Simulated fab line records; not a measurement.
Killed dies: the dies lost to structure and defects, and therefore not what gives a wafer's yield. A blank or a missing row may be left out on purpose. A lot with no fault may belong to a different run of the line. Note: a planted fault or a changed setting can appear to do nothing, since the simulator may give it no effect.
Problem report, 8D (eight disciplines) form, completed by code / flow n5_finfet / the parts of the form that need people (team, actions taken, sign-off) are left out

1. PROBLEM STATEMENT
Wafers without a fault read 66.01 s, standard deviation 0.26; run_length_s at N5_BEOL_M15_COAT_60 reads a mean of 56.68 s on 3 wafers belonging to 3 lots. Measured from the usual mean, that is -36 standard deviations.
The step: time 60 s, resist thk 89 nm.
Earliest sighting: wafer L137.1 on litho_track-05 at day 14 13:58. Wafers with a number at this step in the record: 31, from 11 lots. By rule, "out" or "out of limits" means more than 4 standard deviations away from the usual mean. Any other wafer with a number is counted as sound.

2. WHAT IT IS, AND WHAT IT ISN'T
question=which readings at this step | is=run_length_s, heater_power_total_W | is not=-
question=which lots | is=L137, L138, L141 | is not=L123, L125, L126, L130, L131, L132, L133, L136
question=which wafers of those lots | is=L137.1, L138.1, L141.2 | is not=L137.3, L137.4, L138.6, L141.3
question=read on which tools | is=litho_track-05 | is not=litho_track-02, litho_track-03
question=when | is=from day 14 13:58 | is not=up to then (26 sound wafers); but 2 sound wafers of L138, L141 came after

3. THE SUSPECTS, EACH WITH WHAT RULES IT OUT
Counting: a tool at a process step up to the reading stays a suspect if it ran every lot that is out. Sound lots after the first of them don't rule it out here, since some wafers of a struck lot are sound.
- litho_track-05 at N5_BEOL_M15_COAT_60 (time 60 s, resist thk 89 nm): kept. It processed each lot that is out (first: L137, day 14 13:58); up to then, its last sound lot is L136 (day 14 13:34). Out on those wafers are its own readings of heater_power_total_W, run_length_s.
After counting, what remains is litho_track-05 at N5_BEOL_M15_COAT_60.

4. THE CAUSE (what the simulator had put in)
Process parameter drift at N5_BEOL_M15_COAT_60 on litho_track-05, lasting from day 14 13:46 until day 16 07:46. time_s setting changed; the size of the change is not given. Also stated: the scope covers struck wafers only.
This tool alone remained once counting was done.

5. THE CHAIN OF EFFECTS, in route order
Each row: a reading where the mean over the struck wafers with a number is more than 3 standard deviations away from the usual. Only readings whose record carries a usual standard deviation are examined. hours: median over the lots of the time between each lot's start at the first step of this table that gives one and its start at this step. sigmas: the change, counted in usual standard deviations.
hours=0; step=N5_BEOL_M15_COAT_60; reading=heater_power_total_W; usual=391.5 W; on struck wafers=431.9; change=+40.4; sigmas=+29
hours=0; step=N5_BEOL_M15_COAT_60; reading=run_length_s; usual=66.01 s; on struck wafers=56.68; change=-9.33; sigmas=-36
Its process steps:
- N5_BEOL_M15_COAT_60: time 60 s, resist thk 89 nm.

6. HOW IT WOULD HAVE BEEN CAUGHT EARLIER
The fault began at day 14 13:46; the first out-of-limits reading in this record came at day 14 13:58, 0 hours later.
